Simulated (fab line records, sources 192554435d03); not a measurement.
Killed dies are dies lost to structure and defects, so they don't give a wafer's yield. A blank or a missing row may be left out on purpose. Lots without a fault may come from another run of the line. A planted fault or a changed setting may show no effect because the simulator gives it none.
Chamber matching | flow n5_finfet | N5_BEOL_M10_STRIP_67 on rie_diel-04: 4 sister chambers
The step strips in CF4. 16 wafers are shown with their chamber, then 8 later ones without.

WAFERS WITH THEIR CHAMBER
wafer  | chamber | showerhead_plenum_p_Torr (Torr) | drypump_motor_current_A (A) | throttle_valve_pct (%)
L078.1 | 3       | 1.83                            | 5.9                         | 13.96
L078.5 | 3       | 1.83                            | 6.0                         | 13.98
L078.6 | 0       | 1.77                            | 5.6                         | 13.61
L080.2 | 1       | 1.89                            | 6.4                         | 13.67
L080.3 | 0       | 1.77                            | 5.7                         | 13.61
L080.6 | 0       | 1.77                            | 5.7                         | 13.62
L082.1 | 1       | 1.88                            | 6.4                         | 13.65
L082.3 | 2       | 1.90                            | 5.9                         | 13.10
L082.6 | 1       | 1.88                            | 6.4                         | 13.67
L084.1 | 2       | 1.90                            | 5.9                         | 13.12
L084.5 | 0       | 1.76                            | 5.7                         | 13.63
L084.6 | 1       | 1.88                            | 6.4                         | 13.66
L086.1 | 3       | 1.83                            | 6.0                         | 13.42
L086.4 | 0       | 1.76                            | 5.6                         | 13.66
L086.5 | 3       | 1.83                            | 5.9                         | 13.39
L087.1 | 0       | 1.76                            | 5.7                         | 13.63

SIGNATURES (means of the wafers above)
reading                  | chamber 0 | chamber 1 | chamber 2 | chamber 3 | scatter within a chamber
showerhead_plenum_p_Torr | 1.7650    | 1.8825    | 1.9000    | 1.8300    | 0.00433
drypump_motor_current_A  | 5.667     | 6.400     | 5.900     | 5.950     | 0.0441
throttle_valve_pct       | 13.6267   | 13.6625   | 13.1100   | 13.6875   | 0.164
Rule: a wafer's distance from a chamber is the root of the sum, over the readings, of the square of ((its reading less the chamber's mean) divided by the reading's scatter). The wafer belongs to the nearest chamber; if the next one is less than 2 further off, it can't be placed. The scatter: the root of (the sum of the squares of (reading less its chamber's mean) over the shown wafers, divided by (wafers less chambers)).

WAFERS WITHOUT THEIR CHAMBER
wafer  | showerhead_plenum_p_Torr (Torr) | drypump_motor_current_A (A) | throttle_valve_pct (%)
L087.3 | 1.89                            | 5.9                         | 13.13
L087.5 | 1.76                            | 5.6                         | 13.66
L089.1 | 1.83                            | 5.9                         | 13.41
L089.3 | 1.89                            | 5.9                         | 13.15
L089.6 | 1.83                            | 5.9                         | 13.43
L094.4 | 1.88                            | 6.4                         | 13.72
L094.5 | 1.89                            | 5.9                         | 13.15
L094.6 | 1.82                            | 5.9                         | 13.44

WHICH CHAMBER EACH WENT THROUGH
wafer  | from the rows above | in truth
L087.3 | 2                   | 2
L087.5 | 0                   | 0
L089.1 | 3                   | 3
L089.3 | 2                   | 2
L089.6 | 3                   | 3
L094.4 | 1                   | 1
L094.5 | 2                   | 2
L094.6 | 3                   | 3
Placed correctly: 8 of 8. Can't be placed from these rows: 0. Placed wrongly: 0.
